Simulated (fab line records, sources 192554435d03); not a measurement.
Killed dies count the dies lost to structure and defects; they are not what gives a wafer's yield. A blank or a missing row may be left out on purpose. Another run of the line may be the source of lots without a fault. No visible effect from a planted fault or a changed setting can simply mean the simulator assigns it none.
Matching of chambers + flow n5-finfet + N5_PMOS_HMC_CHANNEL_EPI_CMP_21 on cmp-04: 4 sister chambers
The step polishes SiGe30, target thk 54 nm. 4 wafers are shown with their chamber, then 12 later ones without.

== WAFERS WITH THEIR CHAMBER ==
| wafer  | chamber | motor-current-A (A) |
|--------|---------|---------------------|
| L084.3 | 2       | 12.3                |
| L089.1 | 1       | 12.0                |
| L089.2 | 3       | 12.5                |
| L089.4 | 0       | 12.4                |

== WAFERS MISSING THEIR CHAMBER ==
| wafer  | motor-current-A (A) |
|--------|---------------------|
| L092.2 | 11.7                |
| L092.4 | 13.0                |
| L092.6 | 12.0                |
| L093.2 | 11.7                |
| L093.5 | 12.0                |
| L093.6 | 11.9                |
| L095.1 | 12.4                |
| L095.3 | 11.5                |
| L095.4 | 13.0                |
| L097.1 | 12.2                |
| L097.2 | 11.5                |
| L097.6 | 12.7                |

== WHICH CHAMBER EACH WENT THROUGH ==
| wafer  | from the rows above               | in truth |
|--------|-----------------------------------|----------|
| L092.2 | can't be placed: 1 or 2 or 0 or 3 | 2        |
| L092.4 | can't be placed: 3 or 0 or 2 or 1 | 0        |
| L092.6 | can't be placed: 1 or 2 or 0 or 3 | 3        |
| L093.2 | can't be placed: 1 or 2 or 0 or 3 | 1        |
| L093.5 | can't be placed: 1 or 2 or 0 or 3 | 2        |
| L093.6 | can't be placed: 1 or 2 or 0 or 3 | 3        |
| L095.1 | can't be placed: 0 or 2 or 3 or 1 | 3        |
| L095.3 | can't be placed: 1 or 2 or 0 or 3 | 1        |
| L095.4 | can't be placed: 3 or 0 or 2 or 1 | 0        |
| L097.1 | can't be placed: 2 or 1 or 0 or 3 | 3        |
| L097.2 | can't be placed: 1 or 2 or 0 or 3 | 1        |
| L097.6 | can't be placed: 3 or 0 or 2 or 1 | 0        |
Correctly placed: 0 of 12. Not placeable from these rows: 12 (in 12, the candidates include the true chamber). 0 placed wrongly.
How it was worked out, from the rows above alone: a wafer's distance from a chamber is the root of the sum, over the readings, of the square of ((its reading less the chamber's mean) divided by the reading's scatter). The wafer belongs to the nearest chamber; if the next one is less than 2 further off, it can't be placed. Each chamber's mean is taken over the wafers shown for it. The scatter: root of mean squared gap, hidden wafer to nearest shown wafer, with one shown wafer a chamber.
